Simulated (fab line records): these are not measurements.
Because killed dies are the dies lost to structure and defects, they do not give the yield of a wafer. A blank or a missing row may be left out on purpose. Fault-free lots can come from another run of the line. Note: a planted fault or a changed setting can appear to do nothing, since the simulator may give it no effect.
Split-lot trial    flow n5_finfet    39 wafers read from 7 lots, route of 1938 steps

== ON THE SPLIT ==
At N5_MOL_CONTACT_COAG_ALD_133 (deposits SiO2, target thk 5 nm, pulse time 1 s, co reactant pulse time 1 s), the setting ald_cycles was moved away from the recipe's 35 on 12 of the 39 wafers read, by -28.6% to +51.4%. All remaining wafers had this setting at the recipe value.

Reading taken at the split's own step.

== THE READING ==
SiO2_of_MOL_CONTACT_COAG_ALD_133.thk_nm (the simulator's own value, which no gauge read), in nm, at N5_MOL_CONTACT_COAG_ALD_133 (deposits SiO2, target thk 5 nm, pulse time 1 s, co reactant pulse time 1 s). The file gives no usual value for it.

wafer   tool, chamber at the split  ald_cycles as run  against the recipe  SiO2_of_MOL_CONTACT_COAG_ALD_133.thk_nm, nm  against lot-mates on the recipe
L078.1  ald_sin-04, 3,0,1,2,3,0     35                 recipe              5                                            -
L078.2  ald_sin-04, 3,0,1,2,3,0     35                 recipe              5                                            -
L078.3  ald_sin-04, 3,0,1,2,3,0     35                 recipe              5                                            -
L078.4  ald_sin-04, 3,0,1,2,3,0     35                 recipe              5                                            -
L078.5  ald_sin-04, 3,0,1,2,3,0     35                 recipe              5                                            -
L078.6  ald_sin-04, 3,0,1,2,3,0     35                 recipe              5                                            -
L081.1  ald_sin-02, 1,0,2           35                 recipe              5                                            -
L081.3  ald_sin-02, 1,0,2           35                 recipe              5                                            -
L081.4  ald_sin-02, 1,0,2           35                 recipe              5                                            -
L081.2  ald_sin-02, 3               51                 +45.7%              7.2                                          +2.2
L081.5  ald_sin-02, 3               51                 +45.7%              7.2                                          +2.2
L081.6  ald_sin-02, 0               51                 +45.7%              7.4                                          +2.4
L086.1  ald_sin-04, 1,0,2           53                 +51.4%              7.6                                          +2.6
L086.2  ald_sin-04, 1,0,2           53                 +51.4%              7.6                                          +2.6
L086.5  ald_sin-04, 1,0,2           53                 +51.4%              7.6                                          +2.6
L086.3  ald_sin-04, 3,2,3           35                 recipe              5                                            -
L086.4  ald_sin-04, 3,2,3           35                 recipe              5                                            -
L086.6  ald_sin-04, 3,2,3           35                 recipe              5                                            -
L087.1  ald_sin-03, 0,1,3,2,1,0     35                 recipe              5                                            -
L087.2  ald_sin-03, 0,1,3,2,1,0     35                 recipe              5                                            -
L087.3  ald_sin-03, 0,1,3,2,1,0     35                 recipe              5                                            -
L087.4  ald_sin-03, 0,1,3,2,1,0     35                 recipe              5                                            -
L087.5  ald_sin-03, 0,1,3,2,1,0     35                 recipe              5                                            -
L087.6  ald_sin-03, 0,1,3,2,1,0     35                 recipe              5                                            -
L089.1  ald_sin-03, 3,1,2           35                 recipe              5                                            -
L089.2  ald_sin-03, 3,1,2           35                 recipe              5                                            -
L089.3  ald_sin-03, 3,1,2           35                 recipe              5                                            -
L090.1  ald_sin-02, 2,1,0           44                 +25.7%              6.2                                          +1.2
L090.2  ald_sin-02, 2,1,0           44                 +25.7%              6.2                                          +1.2
L090.3  ald_sin-02, 2,1,0           44                 +25.7%              6.2                                          +1.2
L090.4  ald_sin-02, 3,1,0           35                 recipe              5                                            -
L090.5  ald_sin-02, 3,1,0           35                 recipe              5                                            -
L090.6  ald_sin-02, 3,1,0           35                 recipe              5                                            -
L096.1  ald_sin-03, 1,0,3           35                 recipe              5                                            -
L096.3  ald_sin-03, 1,0,3           35                 recipe              5                                            -
L096.6  ald_sin-03, 1,0,3           35                 recipe              5                                            -
L096.2  ald_sin-03, 2,3,0           25                 -28.6%              3.6                                          -1.4
L096.4  ald_sin-03, 2,3,0           25                 -28.6%              3.6                                          -1.4
L096.5  ald_sin-03, 2,3,0           25                 -28.6%              3.6                                          -1.4
The file does not say which wafer passed through which chamber wherever a row lists several chambers: such a row stands for several wafers.

THE FIT
A straight line over all 39 wafers: SiO2_of_MOL_CONTACT_COAG_ALD_133.thk_nm changes by +0.0496 nm for each +1% of ald_cycles; r = +1.00; the points scatter about the line by 0.037 nm.
The same after taking each lot's own level away (the mean of its wafers on the recipe; 39 wafers): +0.0496 nm for each +1%; r = +1.00; scatter 0.037 nm.
That fit puts the effect of the largest move of ald_cycles on the reading at 2.6 nm.
The lots' own levels span 5.00 to 5.00 nm.
So the lot-to-lot level changes the slope little: the two slopes agree.
Check: with one of the wafers moved furthest among these (+51.4%) left out of the fit, the line predicts +2.54 nm for it against its lot-mates. Against them it came out at +2.6 nm.

== OTHER SPLITS ON THESE WAFERS ==
Other splits were also applied to these wafers ahead of the reading. Each is held against what the fit with the lots' levels taken away leaves over:
other split on the same wafers      wafers away from the commonest value  r with SiO2_of_MOL_CONTACT_COAG_ALD_133.thk_nm (lot level and that fit taken away)
N5_SD_EPI_P_ETCH_16 target_depth_a  12                                    -0.12
N5_GATE_CUT_ETCH_56 target_depth_a  15                                    +0.00

== THE FILE'S OWN FIT ==
SiO2_of_MOL_CONTACT_COAG_ALD_133.thk_nm changes by +0.0496 nm for each +1% of ald_cycles, r = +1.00.
